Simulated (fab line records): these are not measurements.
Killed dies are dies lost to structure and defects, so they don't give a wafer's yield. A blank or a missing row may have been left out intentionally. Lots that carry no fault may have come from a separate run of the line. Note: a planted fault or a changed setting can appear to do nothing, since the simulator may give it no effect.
Matching of chambers	flow n5 finfet	rie diel-04 running N5_FIN_SAQP_ETCH_51: 4 sister chambers
The step etches SiARC in CF4, target depth 45.5 nm, time 75.8 s. 20 wafers are shown with their chamber, then 10 later ones without.

## WAFERS PAIRED WITH THEIR CHAMBERS
wafer	chamber	showerhead plenum p Torr (Torr)	drypump motor current A (A)	oes product au (a.u.)
L077.3	2	2.11	5.4	0.60
L077.5	3	2.12	6.0	0.58
L077.6	2	2.11	5.3	0.60
L079.1	1	2.19	5.4	0.81
L079.2	0	2.07	5.9	0.71
L079.3	2	2.10	5.4	0.60
L079.4	3	2.12	6.0	0.58
L079.5	1	2.19	5.4	0.82
L079.6	0	2.07	5.9	0.70
L083.1	0	2.07	5.9	0.70
L083.2	1	2.19	5.4	0.80
L083.3	3	2.12	6.0	0.58
L083.4	2	2.10	5.4	0.59
L083.5	2	2.10	5.3	0.59
L083.6	3	2.12	6.0	0.58
L084.2	2	2.10	5.4	0.59
L084.3	1	2.19	5.4	0.79
L084.6	2	2.10	5.4	0.59
L086.2	2	2.10	5.4	0.59
L086.3	1	2.19	5.4	0.78

SIGNATURES (averages over the wafers above)
reading	chamber 0	chamber 1	chamber 2	chamber 3	scatter within a chamber
showerhead plenum p Torr	2.0700	2.1900	2.1025	2.1200	0.00306
drypump motor current A	5.900	5.400	5.375	6.000	0.0306
oes product au	0.7033	0.8000	0.5938	0.5800	0.00885
Rule: a wafer lies at a distance from a chamber equal to the root of the sum of squares, over the readings, of (its reading less the chamber's mean, divided by the reading's scatter). The wafer belongs to the nearest chamber; if the next one is less than 2 further off, it can't be placed. The scatter: the root of (the sum of the squares of (reading less its chamber's mean) over the shown wafers, divided by (wafers less chambers)).

## WAFERS MISSING THEIR CHAMBER
wafer	showerhead plenum p Torr (Torr)	drypump motor current A (A)	oes product au (a.u.)
L086.6	2.07	5.9	0.69
L090.1	2.18	5.4	0.76
L090.3	2.12	6.0	0.84
L090.5	2.07	5.9	0.67
L092.1	2.10	5.3	0.83
L092.2	2.11	6.0	0.84
L092.3	2.18	5.4	0.76
L092.4	2.06	5.9	0.68
L092.5	2.07	5.9	0.67
L092.6	2.18	5.4	0.76

## THE CHAMBER EACH PASSED THROUGH
wafer	from the rows above	in truth
L086.6	0	0
L090.1	1	1
L090.3	0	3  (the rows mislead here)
L090.5	0	0
L092.1	can't be placed: 0 or 2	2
L092.2	0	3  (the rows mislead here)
L092.3	1	1
L092.4	0	0
L092.5	0	0
L092.6	1	1
Correctly placed: 7 of 10. Can't be placed from these rows: 1 (the true chamber is among the candidates in 1). 2 placed wrongly.
